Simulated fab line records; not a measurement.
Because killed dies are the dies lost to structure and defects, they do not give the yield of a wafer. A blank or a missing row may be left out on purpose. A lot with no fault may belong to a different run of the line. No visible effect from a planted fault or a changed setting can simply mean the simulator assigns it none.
fab line records ; flow nand_harc ; part 2 of 2: steps 33 to 41 of 41
record lots=5; wafers=15; last_day=32
route steps=1302 shown A_STAIRCASE@752
lots that met no fault: from a run of the same line without faults
start_h: hours from the record's first day to the start of the lot's first wafer shown ; wait_h: how many hours have passed since the lot's step before this one ; " identical to the entry in the row above ; L1.1+2: a row that stands for several wafers ; - no value, or no start given ; * or withheld: withheld ; < > ~ a bound
route shown NAME@n: a module of which the file shows steps, and the number in the route of the first ; usual: mean and standard deviation over wafers with no fault ; same: alike in all rows ; chamber/n: place in a boat ; sites: readings site by site ; _std_site: the standard deviation of these ; _edge_site: inner sites' mean taken away from outer sites' mean ; radius_mm: how far each site lies from the wafer's centre ; mask NAME#n: copy n ; behind: the last tool/chamber to shape the wafer ; hold: cause of the lot's hold/its duration in hours/its outcome ; device: names the non-switching transistor (n, p or np) ; end of line: at the end of the route, the tests of the same wafers ; a step with no rows: only its recipe ; killed: dies that structure and defects cost at the first sort, which is not the same as the wafer's yield ; map: per-die view of a wafer (x killed, . not killed, _ where there is no die)
set.NAME: the setting that was run; set.NAME@STEP: the one run at that earlier step ; model.NAME: the simulator's own value behind a step, which no gauge read
lots seen at some steps along the route; tables by step, rows by wafer
services: the hour from which a tool's chamber was out of use, counted from the record's first day as start_h (under 0 if before that day), plus the number of hours and why
## steps
# step NHARC_A_STAIRCASE_HM_OPEN_457
# recipe o2_flow_sccm=400; cos_flow_sccm=20; ar_flow_sccm=0; rf_w=500; bias_w=300; chemistry=O2/COS
# usual chamber_pressure_mTorr=20.003/0.018; drypump_motor_current_A=5.6/0.38; oes_product_au=1.002/0.011; rf_vpp_V=465.9/2.6; showerhead_plenum_p_Torr=3.07/0.12; throttle_valve_pct=28.330/0.0093
lot.wafer;tool;chamber;start_h;wait_h;chamber_pressure_mTorr;drypump_motor_current_A;oes_product_au;rf_hours_counter_h;rf_vpp_V;showerhead_plenum_p_Torr;throttle_valve_pct
L076.4;rie_diel-08;3;-;-;19.957;5.8;0.995;9;465.3;3.06;28.330
L076.1;rie_diel-08;0;-;-;20.000;5.3;1.003;10;463.8;2.94;28.321
L076.6;rie_diel-08;3;-;-;20.022;5.9;1.001;-;465.0;3.06;28.327
L078.4;rie_diel-08;0;-;-;20.007;5.3;0.995;16;462.9;2.94;28.343
L078.1;rie_diel-08;2;-;-;20.028;5.9;0.984;19;464.7;3.06;28.346
L078.5;rie_diel-08;1;-;-;20.014;5.8;0.975;-;468.0;3.14;28.335
L089.4;rie_diel-08;2;-;-;20.016;5.9;0.990;48;464.4;3.04;28.324
L089.5;rie_diel-08;3;-;-;20.052;5.9;0.992;-;466.7;3.05;28.312
L089.6;rie_diel-08;0;-;-;20.027;5.2;1.001;-;463.1;2.92;28.330
L094.1;rie_diel-04;2;-;-;20.018;6.1;1.009;9;463.8;2.99;28.344
L094.4;rie_diel-04;0;-;-;20.004;5.1;1.013;10;469.8;3.28;28.322
L094.6;rie_diel-04;2;-;-;20.031;6.1;0.996;-;464.7;2.99;28.325
L095.5;rie_diel-08;0;-;-;19.995;5.3;0.995;-;463.5;2.90;28.335
L095.4;rie_diel-08;1;-;-;20.009;5.8;0.998;-;468.0;3.11;28.313
L095.6;rie_diel-08;3;-;-;19.987;5.9;0.990;-;465.6;3.04;28.322
# step NHARC_A_STAIRCASE_STRIP_458
# recipe o2_flow_sccm=400; cos_flow_sccm=20; ar_flow_sccm=0; bias_w=0; chemistry=O2/COS
lot.wafer;tool;chamber;start_h;wait_h
L076.1+4+6;rie_diel-08;3,0,0;-;-
L078.4+1+5;rie_diel-08;2,3,3;-;-
L089.4+6+5;rie_diel-08;1,3,0;-;-
L094.4+1+6;rie_diel-04;0,1,3;-;-
L095.5+4+6;rie_diel-08;0,1,3;-;-
# step NHARC_A_STAIRCASE_ETCH_451
# recipe target_depth_a=300; overetch_a=30; time_s=16.5; ion_energy_ev=100; cf4_flow_sccm=80; o2_flow_sccm=20; ar_flow_sccm=0; rf_w=300; bias_w=100; chemistry=CF4/O2
# usual chamber_pressure_mTorr=30.000/0.029; drypump_motor_current_A=5.6/0.38; oes_product_au=1.001/0.011; rf_vpp_V=197.5/1.2; showerhead_plenum_p_Torr=1.31/0.052; throttle_valve_pct=13.397/0.0094
lot.wafer;tool;chamber;start_h;wait_h;chamber_pressure_mTorr;drypump_motor_current_A;oes_product_au;rf_hours_counter_h;rf_vpp_V;showerhead_plenum_p_Torr;throttle_valve_pct
L076.4;rie_diel-08;1;-;-;29.983;5.8;0.986;11;197.8;1.34;13.400
L076.1;rie_diel-08;2;-;-;30.057;5.9;0.981;11;197.8;1.31;13.396
L076.6;rie_diel-08;0;-;-;29.969;5.2;0.999;-;196.3;1.25;13.389
L078.1;rie_diel-08;2;-;-;30.047;5.9;0.985;19;197.4;1.31;13.404
L078.4;rie_diel-08;3;-;-;29.973;5.8;1.000;16;199.0;1.31;13.381
L078.5;rie_diel-08;3;-;-;29.989;5.8;0.992;-;199.1;1.31;13.419
L089.4;rie_diel-08;2;-;-;30.019;5.9;1.008;48;197.1;1.30;13.382
L089.5;rie_diel-08;2;-;-;29.995;5.9;0.998;-;198.3;1.30;13.380
L089.6;rie_diel-08;3;-;-;29.992;5.8;0.996;-;198.2;1.30;13.414
L094.4;rie_diel-04;3;-;-;29.989;5.5;1.007;11;199.1;1.35;13.391
L094.1;rie_diel-04;1;-;-;30.028;5.5;1.025;9;197.1;1.29;13.396
L094.6;rie_diel-04;2;-;-;30.016;6.1;1.004;-;196.9;1.28;13.403
L095.5;rie_diel-08;1;-;-;29.982;5.8;1.003;-;198.0;1.33;13.381
L095.6;rie_diel-08;3;-;-;30.026;5.8;0.992;-;197.7;1.30;13.379
L095.4;rie_diel-08;0;-;-;29.966;5.2;1.006;-;195.8;1.24;13.394
# step NHARC_A_STAIRCASE_ETCH_273
# recipe target_depth_a=1.02e+05; time_s=2468.6; ion_energy_ev=800; c4f8_flow_sccm=80; o2_flow_sccm=60; ar_flow_sccm=withheld; rf_w=600; bias_w=3000; chemistry=C4F8/O2/Ar
# usual chamber_pressure_mTorr=25.001/0.022; oes_product_au=0.936/0.012; rf_vpp_V=1823/10
lot.wafer;tool;chamber;start_h;wait_h;chamber_pressure_mTorr;oes_product_au;rf_hours_counter_h;rf_vpp_V
L076.4;rie_diel-08;1;-;-;25.012;0.937;11;1830
L076.1;rie_diel-08;3;-;-;25.008;0.922;10;1823
L076.6;rie_diel-08;2;-;-;24.986;0.927;-;1822
L078.4;rie_diel-08;1;-;-;24.997;0.922;20;1829
L078.1;rie_diel-08;3;-;-;25.000;0.923;16;1822
L078.5;rie_diel-08;1;-;-;24.991;0.925;-;1830
L089.4;rie_diel-08;2;-;-;25.010;0.940;48;1820
L089.6;rie_diel-08;2;-;-;24.985;0.936;-;1820
L089.5;rie_diel-08;3;-;-;24.998;0.926;-;1820
L094.4;rie_diel-04;0;-;-;25.049;0.930;11;1838
L094.1;rie_diel-04;2;-;-;24.989;0.929;10;1817
L094.6;rie_diel-04;1;-;-;25.010;0.946;-;1819
L095.4;rie_diel-08;3;-;-;25.009;0.925;-;1819
L095.5;rie_diel-08;0;-;-;25.004;0.927;-;1809
L095.6;rie_diel-08;1;-;-;24.989;0.930;-;1826
# step NHARC_A_STAIRCASE_STRIP_274
# recipe o2_flow_sccm=500; ar_flow_sccm=0; bias_w=0; chemistry=O2
# usual chamber_pressure_mTorr=60.00/0.054; drypump_motor_current_A=5.6/0.39; oes_product_au=1.002/0.012; rf_vpp_V=57.6/0.91; showerhead_plenum_p_Torr=3.47/0.13; throttle_valve_pct=17.037/0.0089
lot.wafer;tool;chamber;start_h;wait_h;chamber_pressure_mTorr;drypump_motor_current_A;oes_product_au;rf_hours_counter_h;rf_vpp_V;showerhead_plenum_p_Torr;throttle_valve_pct
L076.4;rie_diel-08;2;-;-;59.96;5.9;0.990;12;57.2;3.46;17.033
L076.1;rie_diel-08;0;-;-;59.93;5.3;0.996;10;57.4;3.32;17.048
L076.6;rie_diel-08;3;-;-;59.93;5.9;0.996;-;58.0;3.46;17.049
L078.4;rie_diel-08;2;-;-;60.04;5.9;0.981;19;57.0;3.45;17.023
L078.1;rie_diel-08;3;-;-;59.95;5.9;0.992;16;58.0;3.46;17.032
L078.5;rie_diel-08;2;-;-;59.92;5.9;0.978;-;56.3;3.45;17.041
L089.4;rie_diel-08;3;-;-;59.90;5.8;0.991;50;56.9;3.44;17.029
L089.5;rie_diel-08;0;-;-;60.01;5.3;1.003;-;58.1;3.30;17.054
L089.6;rie_diel-08;1;-;-;59.93;5.8;1.009;-;57.6;3.53;17.029
L094.1;rie_diel-04;1;-;-;60.02;5.5;1.022;11;58.7;3.42;17.043
L094.4;rie_diel-04;3;-;-;60.08;5.5;1.004;12;56.6;3.56;17.043
L094.6;rie_diel-04;2;-;-;60.07;6.1;1.003;-;55.7;3.38;17.027
L095.5;rie_diel-08;3;-;-;60.06;5.9;0.979;-;57.4;3.43;17.058
L095.6;rie_diel-08;0;-;-;59.95;5.2;0.993;-;56.7;3.28;17.053
L095.4;rie_diel-08;1;-;-;59.97;5.8;0.995;-;58.6;3.51;17.029
# step NHARC_A_STAIRCASE_STRIP_275
# recipe time_s=900; temp_c=130; chemistry=SPM
lot.wafer;tool;chamber;start_h;wait_h
L076.1+4+6;wet_bench-02;3,4,5;409.20;-
L078.5+1+4;wet_bench-02;0,1,2;434.99;-
L089.4+6+5;wet_bench-03;7,3,4;520.36;-
L094.6+4+1;wet_bench-03;1,3,4;572.77;-
L095.6+4+5;wet_bench-03;2,3,4;595.95;-
# step NHARC_A_STAIRCASE_PRECLEAN_276
# recipe time_s=*; temp_c=50; bath_age_min=0; chemistry=SC1
lot.wafer;tool;chamber;start_h;wait_h
L076.1+4+6;wet_bench-02;3,4,5;-;-
L078.5+1+4;wet_bench-02;0,1,2;-;-
L089.4+6+5;wet_bench-03;7,3,4;-;-
L094.6+4+1;wet_bench-03;1,3,4;-;-
L095.6+4+5;wet_bench-03;2,3,4;-;-
# step NHARC_A_STAIRCASE_SRD_277
lot.wafer;tool;chamber;start_h;wait_h
L076.1+4+6;wet_bench-02;3,4,5;-;-
L078.5+1+4;wet_bench-02;0,1,2;-;-
L089.4+6+5;wet_bench-03;7,3,4;-;-
L094.6+4+1;wet_bench-03;1,3,4;-;-
L095.6+4+5;wet_bench-03;2,3,4;-;-
# step NHARC_A_STAIRCASE_HM_DEP_459
# recipe target_thk_a=15000; temp_c=400; material=aC
# usual throttle_valve_pct=34.999/0.0091
lot.wafer;tool;chamber;start_h;wait_h;throttle_valve_pct
L076.1;acl_dep-02;0;411.51;1.9;34.999
L076.4;acl_dep-02;0;411.51;1.9;35.003
L076.6;acl_dep-02;0;411.51;1.9;35.009
L078.1;acl_dep-03;0;436.63;1.2;34.997
L078.4;acl_dep-03;0;436.63;1.2;34.998
L078.5;acl_dep-03;0;436.63;1.2;35.008
L089.4;acl_dep-03;0;529.67;8.8;34.997
L089.5;acl_dep-03;0;529.67;8.8;35.012
L089.6;acl_dep-03;0;529.67;8.8;35.011
L094.1;acl_dep-01;0;573.28;0.1;35.009
L094.4;acl_dep-01;0;573.28;0.1;35.002
L094.6;acl_dep-01;0;573.28;0.1;35.002
L095.4;acl_dep-02;0;597.35;1.0;34.979
L095.5;acl_dep-02;0;597.35;1.0;35.001
L095.6;acl_dep-02;0;597.35;1.0;34.995
## services
tool;chamber;start_h;hours;kind
rie_diel-01;-;380.91;9.0;pm
wet_bench-03;-;386.40;8.0;pm
krf_scanner-03;-;396.00;4.0;pm
litho_track-02;-;402.00;7.0;pm
wet_bench-02;-;420.00;8.0;pm
plasma_asher-02;-;426.27;9.0;pm
wet_bench-05;-;436.80;8.0;pm
litho_track-03;-;450.00;7.0;pm
litho_track-05;-;474.00;7.0;pm
plasma_asher-02;-;480.53;2.3;repair
acl_dep-03;-;483.58;13.0;pm
krf_scanner-04;-;488.67;10.2;repair
krf_scanner-04;-;526.00;4.0;pm
wet_bench-02;-;530.56;1.0;repair
rie_diel-04;-;532.03;9.0;pm
rie_diel-08;3;538.83;31.0;repair
rie_diel-08;-;545.11;9.0;pm
krf_scanner-04;-;551.25;1.8;repair
rie_diel-04;-;557.25;0.3;repair
rie_diel-08;2;560.10;45.4;repair
plasma_asher-02;-;561.86;2.2;repair
wet_bench-03;-;562.40;8.0;pm
litho_track-02;-;577.00;7.0;pm
wet_bench-02;-;596.00;8.0;pm
